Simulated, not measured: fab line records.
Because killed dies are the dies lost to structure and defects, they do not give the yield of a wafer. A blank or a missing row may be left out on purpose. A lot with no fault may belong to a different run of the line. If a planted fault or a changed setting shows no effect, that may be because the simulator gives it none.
Chamber matching	flow n5Finfet	4 sister chambers for N5_BEOL_M5_ETCH_62 on rieDiel-06
The step etches SOC in N2/H2, target depth 75 nm, overetch 15 nm, time 112.5 s. 18 wafers are shown with their chamber, then 9 later ones without.

## WAFERS WITH THEIR CHAMBER
wafer	chamber	showerheadPlenumPTorr (Torr)	drypumpMotorCurrentA (A)	rfVppV (V)
L075.1	0	2.46	5.2	521.4
L075.2	2	2.64	5.7	527.7
L075.6	1	2.53	6.5	524.6
L077.1	2	2.63	5.6	526.3
L077.4	0	2.46	5.2	521.8
L077.5	2	2.63	5.6	526.1
L079.1	2	2.63	5.6	527.7
L079.4	0	2.46	5.1	520.8
L079.6	2	2.63	5.6	526.9
L081.1	3	2.62	5.6	525.3
L081.3	2	2.63	5.7	526.3
L081.6	3	2.62	5.7	526.8
L085.1	0	2.45	5.2	522.0
L085.4	2	2.63	5.6	525.3
L085.5	0	2.45	5.2	521.4
L087.1	2	2.62	5.6	526.3
L087.5	0	2.45	5.2	521.1
L087.6	3	2.62	5.6	526.3

SIGNATURES (means of the wafers above)
reading	chamber 0	chamber 1	chamber 2	chamber 3	scatter within a chamber
showerheadPlenumPTorr	2.4550	2.5300	2.6300	2.6200	0.005
drypumpMotorCurrentA	5.183	6.500	5.625	5.633	0.0463
rfVppV	521.417	524.600	526.575	526.133	0.699
Rule: distance of a wafer from a chamber = root of the sum over the readings of ((wafer's reading minus chamber's mean) / reading's scatter) squared. If the next closest chamber is less than 2 further off than the closest, the wafer can't be placed; otherwise it belongs to the closest. The scatter: the root of (the sum of the squares of (reading less its chamber's mean) over the shown wafers, divided by (wafers less chambers)).

## WAFERS MISSING THEIR CHAMBER
wafer	showerheadPlenumPTorr (Torr)	drypumpMotorCurrentA (A)	rfVppV (V)
L092.4	2.52	6.5	523.8
L092.5	2.62	5.7	526.2
L092.6	2.52	6.6	522.0
L095.1	2.61	5.6	526.6
L095.3	2.52	6.6	523.4
L095.5	2.52	6.5	522.8
L097.1	2.62	5.6	523.5
L097.3	2.61	5.7	526.5
L097.5	2.61	5.7	526.3

## WHICH CHAMBER EACH WENT THROUGH
wafer	from the rows above	in truth
L092.4	1	1
L092.5	can't be placed: 3 or 2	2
L092.6	1	1
L095.1	can't be placed: 3 or 2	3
L095.3	1	1
L095.5	1	1
L097.1	can't be placed: 3 or 2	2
L097.3	can't be placed: 3 or 2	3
L097.5	can't be placed: 3 or 2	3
Correct placement for 4 of the 9. Not placeable from these rows: 5 (in 5, the candidates include the true chamber). 0 placed wrongly.
